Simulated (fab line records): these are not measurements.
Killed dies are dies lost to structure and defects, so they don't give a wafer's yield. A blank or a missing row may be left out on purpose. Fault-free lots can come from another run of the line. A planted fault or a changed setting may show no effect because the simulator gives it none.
Chamber matching / flow n5-finfet / N5_BEOL_M10_ILD_DEP_00 on pecvd-03 has 3 sister chambers
The step deposits SiCOH lowk from DEMS/porogen, target thk 308.51 nm, time 58 s. 6 wafers are shown with their chamber, then 8 later ones without.

== WAFERS, EACH WITH ITS CHAMBER ==
wafer=L173.2; chamber=1; throttle-valve-pct (%)=13.4; showerhead-plenum-p-Torr (Torr)=5.756
wafer=L173.3; chamber=0; throttle-valve-pct (%)=13.1; showerhead-plenum-p-Torr (Torr)=5.748
wafer=L175.4; chamber=0; throttle-valve-pct (%)=13.2; showerhead-plenum-p-Torr (Torr)=5.759
wafer=L175.5; chamber=1; throttle-valve-pct (%)=13.7; showerhead-plenum-p-Torr (Torr)=5.749
wafer=L175.6; chamber=2; throttle-valve-pct (%)=12.4; showerhead-plenum-p-Torr (Torr)=5.714
wafer=L183.1; chamber=2; throttle-valve-pct (%)=12.1; showerhead-plenum-p-Torr (Torr)=5.706

== WAFERS WITHOUT THEIR CHAMBER ==
wafer=L183.2; throttle-valve-pct (%)=13.0; showerhead-plenum-p-Torr (Torr)=5.757
wafer=L183.3; throttle-valve-pct (%)=14.0; showerhead-plenum-p-Torr (Torr)=5.735
wafer=L186.1; throttle-valve-pct (%)=13.3; showerhead-plenum-p-Torr (Torr)=5.762
wafer=L186.4; throttle-valve-pct (%)=13.8; showerhead-plenum-p-Torr (Torr)=5.721
wafer=L186.5; throttle-valve-pct (%)=12.4; showerhead-plenum-p-Torr (Torr)=5.704
wafer=L188.2; throttle-valve-pct (%)=12.0; showerhead-plenum-p-Torr (Torr)=5.714
wafer=L188.3; throttle-valve-pct (%)=13.6; showerhead-plenum-p-Torr (Torr)=5.749
wafer=L188.6; throttle-valve-pct (%)=12.3; showerhead-plenum-p-Torr (Torr)=5.711

== EACH ONE'S CHAMBER ==
wafer=L183.2; from the rows above=0; in truth=0
wafer=L183.3; from the rows above=can't be placed: 1 or 0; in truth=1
wafer=L186.1; from the rows above=can't be placed: 0 or 1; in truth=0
wafer=L186.4; from the rows above=can't be placed: 1 or 0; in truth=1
wafer=L186.5; from the rows above=2; in truth=2
wafer=L188.2; from the rows above=2; in truth=2
wafer=L188.3; from the rows above=1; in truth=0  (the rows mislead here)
wafer=L188.6; from the rows above=2; in truth=2
Correctly placed: 4 of 8. Not placeable from these rows: 3 (in 3, the candidates include the true chamber). Placed wrongly: 1.
How it was worked out, from the rows above alone: a wafer's distance from a chamber is the root of the sum, over the readings, of the square of ((its reading less the chamber's mean) divided by the reading's scatter). If the next closest chamber is less than 2 further off than the closest, the wafer can't be placed; otherwise it belongs to the closest. Each chamber's mean is taken over the wafers shown for it. How the scatter is found: for the shown wafers, subtract from each reading the mean of its chamber, square and add these, divide the total by (wafers less chambers), then take the root.
